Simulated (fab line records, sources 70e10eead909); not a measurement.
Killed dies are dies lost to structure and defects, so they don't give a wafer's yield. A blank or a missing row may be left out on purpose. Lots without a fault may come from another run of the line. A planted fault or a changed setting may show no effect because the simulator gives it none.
fab line records | flow nand_harc | part 2 of 2: steps 23 to 36 of 36
record lots=5 wafers=15 last_day=33
route steps=1302 shown P_CONTACT@230 P_M0@253
lots that met no fault: from a run of the same line without faults
start_h: hours from the record's first day to the start of the lot's first wafer shown | wait_h: hours since the lot's step before | " the same as in the row above | L1.1+2: a row that stands for several wafers | - no value, or no start given | * or withheld: withheld | < > ~ a bound
route shown NAME@n: a module of which the file shows steps, and the number in the route of the first | usual: mean/standard deviation of fault-free wafers | same: alike in all rows | chamber/n: place in a boat | sites: the reading at each site | _std_site: their standard deviation | _edge_site: outer sites' mean less inner sites' | radius_mm: how far each site lies from the wafer's centre | mask NAME#n: copy n | behind: the tool/chamber that last shaped the wafer | hold: why the lot was held/for how many hours/how that ended | device: the transistor (n, p or np) that didn't switch | end of line: the same wafers' tests at the end of the route | a step without rows: its recipe alone | killed: dies lost to structure and defects at the first sort, not the wafer's yield | map: a wafer's dies, x killed, . not, _ none there
set.NAME: the setting as run; set.NAME@STEP: as run at that earlier step | model.NAME: the simulator's own value behind a step, which no gauge read
lots at some steps of the route; a table a step, a row a wafer
services: from which hour (start_h, from the record's first day; less than 0 if before it) a tool's chamber was out of use, for how many hours, and why
## steps
# step NHARC_P_M0_DEP_00
# recipe target_thk_a=1500 target_thk_nm=150 temp_c=withheld pressure_torr=5 flow_sccm=200 rf_w=600 material=SiOC
# usual chamber_pressure_Torr=5.002/0.011
# columns lot.wafer tool chamber start_h wait_h chamber_pressure_Torr
L076.1 pecvd-03 1 142.26 0.1 5.021
L076.2 " 0 " " 4.993
L076.4 " 1 " " 5.019
L078.3 pecvd-02 2 162.79 0.1 5.000
L078.6 " 2 " " 4.996
L078.4 " 1 " " 4.994
L083.2 pecvd-03 0 212.77 0.1 5.011
L083.1 " 1 " " 5.012
L083.3 " 2 " " 5.006
L085.3 pecvd-03 1 228.30 0.1 4.990
L085.4 " 0 " " 4.992
L085.5 " 2 " " 5.004
L097.4 pecvd-02 2 348.73 0.2 4.986
L097.5 " 2 " " 5.021
L097.6 " 0 " " 5.008
# step NHARC_P_M0_DEHYDRATE_01
# recipe temp_c=150 time_s=120
# columns lot.wafer tool chamber start_h wait_h
L076.1+2+4 litho_track-01 0 142.66 -
L078.3+4+6 litho_track-01 0 163.20 -
L083.1+2+3 litho_track-04 0 213.17 -
L085.3+4+5 litho_track-01 0 228.65 -
L097.4+5+6 litho_track-01 0 349.13 0.3
# step NHARC_P_M0_HMDS_02
# recipe time_s=30
# columns lot.wafer tool chamber start_h wait_h
L076.1+2+4 litho_track-01 0 - -
L078.3+4+6 litho_track-01 0 - -
L083.1+2+3 litho_track-04 0 - -
L085.3+4+5 litho_track-01 0 - -
L097.4+5+6 litho_track-01 0 - -
# step NHARC_P_M0_COAT_33
# recipe temp_c=200 time_s=65
# columns lot.wafer tool chamber start_h wait_h
L076.1+2+4 litho_track-01 0 - -
L078.3+4+6 litho_track-01 0 - -
L083.1+2+3 litho_track-04 0 - -
L085.3+4+5 litho_track-01 0 - -
L097.4+5+6 litho_track-01 0 - -
# step NHARC_P_M0_COAT_03
# recipe spin_rpm=1500 resist_thk_nm=90
# usual dispense_pressure_kPa=51.98/0.25
# columns lot.wafer tool chamber start_h wait_h dispense_pressure_kPa
L076.1 litho_track-01 0 - - 52.28
L076.2 " 0 " " 52.27
L076.4 " 0 " " 52.28
L078.3 litho_track-01 0 - - 52.27
L078.4 " 0 " " 52.27
L078.6 " 0 " " 52.27
L083.1 litho_track-04 0 - - 51.70
L083.2 " 0 " " 51.72
L083.3 " 0 " " 51.67
L085.3 litho_track-01 0 - - 52.28
L085.4 " 0 " " 52.23
L085.5 " 0 " " 52.28
L097.4 litho_track-01 0 - - 52.30
L097.5 " 0 " " 52.32
L097.6 " 0 " " 52.29
# step NHARC_P_M0_SOFTBAKE_04
# recipe temp_c=105 time_s=55
# columns lot.wafer tool chamber start_h wait_h
L076.1+2+4 litho_track-01 0 - -
L078.3+4+6 litho_track-01 0 - -
L083.1+2+3 litho_track-04 0 - -
L085.3+4+5 litho_track-01 0 - -
L097.4+5+6 litho_track-01 0 - -
# step NHARC_P_M0_EBR_05
# columns lot.wafer tool chamber start_h wait_h
L076.1+2+4 litho_track-01 0 - -
L078.3+4+6 litho_track-01 0 - -
L083.1+2+3 litho_track-04 0 - -
L085.3+4+5 litho_track-01 0 - -
L097.4+5+6 litho_track-01 0 - -
# step NHARC_P_M0_EXPOSE_06
# recipe na=1.35 target_cd_nm=90 dose_mj=81.28 mask_id=P_M0
# columns lot.wafer tool chamber start_h wait_h mask
L076.1+2+4 arfi_scanner-01 0 142.83 - P_M0#0
L078.3+4+6 arfi_scanner-03 0 163.49 - P_M0#0
L083.1+2+3 arfi_scanner-03 0 213.46 - P_M0#0
L085.3+4+5 arfi_scanner-03 0 228.82 - P_M0#0
L097.4+5+6 arfi_scanner-02 0 349.44 - P_M0#0
# step NHARC_P_M0_PEB_07
# recipe peb_temp_c=100 peb_time_s=65
# columns lot.wafer tool chamber start_h wait_h
L076.1+2+4 litho_track-06 0 142.89 0.1
L078.3+4+6 litho_track-06 0 163.55 0.0
L083.1+2+3 litho_track-01 0 213.52 0.1
L085.3+4+5 litho_track-04 0 228.87 0.0
L097.4+5+6 litho_track-01 0 349.49 0.0
# step NHARC_P_M0_DEVELOP_08
# recipe develop_time_s=35 dev_temp_c=23
# columns lot.wafer tool chamber start_h wait_h
L076.1+2+4 litho_track-06 0 - -
L078.3+4+6 litho_track-06 0 - -
L083.1+2+3 litho_track-01 0 - -
L085.3+4+5 litho_track-04 0 - -
L097.4+5+6 litho_track-01 0 - -
# step NHARC_P_M0_CD_MEAS_09
# recipe target_cd_nm=90 landing_energy_ev=500
# usual cd_nm=90.3/0.7
# columns lot.wafer tool chamber start_h wait_h cd_nm
L076.1 cd_sem-02 0 142.97 - 90.0
L076.2 " 0 " " 88.7
L076.4 " 0 " " 89.8
L078.3 cd_sem-01 0 163.63 - 90.5
L078.4 " 0 " " 90.7
L078.6 " 0 " " 90.6
L083.1 cd_sem-01 0 213.60 - 89.8
L083.2 " 0 " " 88.6
L083.3 " 0 " " 89.6
L085.3 cd_sem-03 0 228.96 - 90.3
L085.4 " 0 " " 90.5
L085.5 " 0 " " 89.8
L097.4 cd_sem-03 0 349.57 - 89.8
L097.5 " 0 " " 89.2
L097.6 " 0 " " 89.3
# step NHARC_P_M0_OVL_MEAS_10
# recipe pitch_nm=180
# usual overlay_x_nm=-0.1/0.85 overlay_y_nm=-0.2/0.99
# columns lot.wafer tool chamber start_h wait_h overlay_x_nm overlay_y_nm
L076.1 overlay-01 - 143.06 - -0.4 0.1
L076.2 " - " " -0.3 -0.5
L076.4 " - " " -0.5 -0.4
L078.3 overlay-02 - 163.71 - 0.8 -1.0
L078.4 " - " " 0.4 -0.5
L078.6 " - " " 0.6 -1.2
L083.1 overlay-01 - 213.69 - 0.6 -0.4
L083.2 " - " " -0.3 -0.1
L083.3 " - " " -0.3 0.5
L085.3 overlay-01 - 229.04 - -0.7 -0.3
L085.4 " - " " -0.4 -0.4
L085.5 " - " " 0.2 -1.0
L097.4 overlay-02 - 349.65 - -1.1 0.6
L097.5 " - " " -1.3 0.5
L097.6 " - " " -1.3 0.4
# step NHARC_P_M0_INSPECT_11
# usual raw_defect_count=4.2/2.4
# columns lot.wafer tool chamber start_h wait_h raw_defect_count
L076.1 defect_inspect-02 - 143.10 0.0 3
L076.2 " - " " 4
L076.4 " - " " 7
L078.3 defect_inspect-02 - 163.75 0.0 3
L078.4 " - " " 1
L078.6 " - " " 9
L083.1 defect_inspect-01 - 213.72 0.0 4
L083.2 " - " " 3
L083.3 " - " " 3
L085.3 defect_inspect-02 - 229.08 0.0 2
L085.4 " - " " 1
L085.5 " - " " 3
L097.4 defect_inspect-02 - 349.69 0.0 3
L097.5 " - " " 1
L097.6 " - " " 2
# step NHARC_P_M0_DESCUM_14
# recipe time_s=3 o2_flow_sccm=200 ar_flow_sccm=0 bias_power_w=0 chemistry=O2
# usual drypump_motor_current_A=5.9/0.63 oes_product_au=0.998/0.0094 rf_vpp_V=57.7/0.81 showerhead_plenum_p_Torr=1.88/0.071 throttle_valve_pct=11.311/0.0095
# columns lot.wafer tool chamber start_h wait_h drypump_motor_current_A oes_product_au rf_hours_counter_h rf_vpp_V showerhead_plenum_p_Torr throttle_valve_pct
L076.4 rie_diel-03 3 143.17 0.1 5.9 1.007 9 56.9 1.79 11.320
L076.2 " 0 " " 6.5 0.995 8 58.4 2.01 11.306
L076.1 " 1 " " 5.7 1.008 10 58.3 1.97 11.332
L078.3 rie_diel-04 0 163.83 0.1 4.8 1.005 25 57.0 1.85 11.316
L078.4 " 1 " " 6.5 1.009 28 57.4 1.77 11.305
L078.6 " 3 " " 6.5 1.009 - 58.4 1.89 11.314
L083.3 rie_diel-04 3 213.78 0.1 6.5 0.996 7 57.8 1.89 11.320
L083.1 " 0 " " 4.8 0.984 6 58.3 1.85 11.317
L083.2 " 2 " " 6.4 1.001 6 57.6 1.91 11.321
L085.4 rie_diel-04 0 229.14 0.1 4.8 0.991 9 57.9 1.85 11.317
L085.3 " 2 " " 6.4 0.995 8 57.7 1.91 11.302
L085.5 " 0 " " 4.8 0.996 - 58.3 1.85 11.325
L097.4 rie_diel-04 3 349.76 0.1 6.5 0.994 30 57.2 1.88 11.322
L097.5 " 1 " " 6.5 0.986 - 57.7 1.76 11.309
L097.6 " 2 " " 6.4 0.997 - 58.9 1.90 11.296
## services
# columns tool chamber start_h hours kind
rie_diel-07 - 117.20 9.0 pm
rie_diel-06 - 130.22 9.0 pm
pvd_sputter-03 - 135.98 6.1 repair
rie_diel-11 2 153.25 13.2 repair
litho_track-01 - 155.00 7.0 pm
rie_diel-06 - 163.10 2.6 repair
rie_diel-07 3 166.02 8.9 repair
pvd_sputter-03 - 170.26 10.0 pm
rie_diel-06 1 181.75 4.7 repair
rie_diel-06 0 186.77 7.7 repair
rie_diel-07 1 187.59 3.4 repair
rie_diel-07 - 191.11 0.8 repair
rie_diel-06 1 192.74 4.4 repair
litho_track-04 - 203.00 7.0 pm
pvd_sputter-03 - 204.12 4.1 repair
rie_diel-06 1 207.79 1.9 repair
rie_diel-07 3 225.28 14.1 repair
rie_diel-06 2 233.21 12.9 repair
rie_diel-07 0 274.78 9.3 repair
rie_diel-07 - 294.20 9.0 pm
rie_diel-06 - 307.22 9.0 pm
litho_track-01 - 330.00 7.0 pm
rie_diel-07 1 330.35 17.6 repair
pvd_sputter-03 - 348.26 10.0 pm
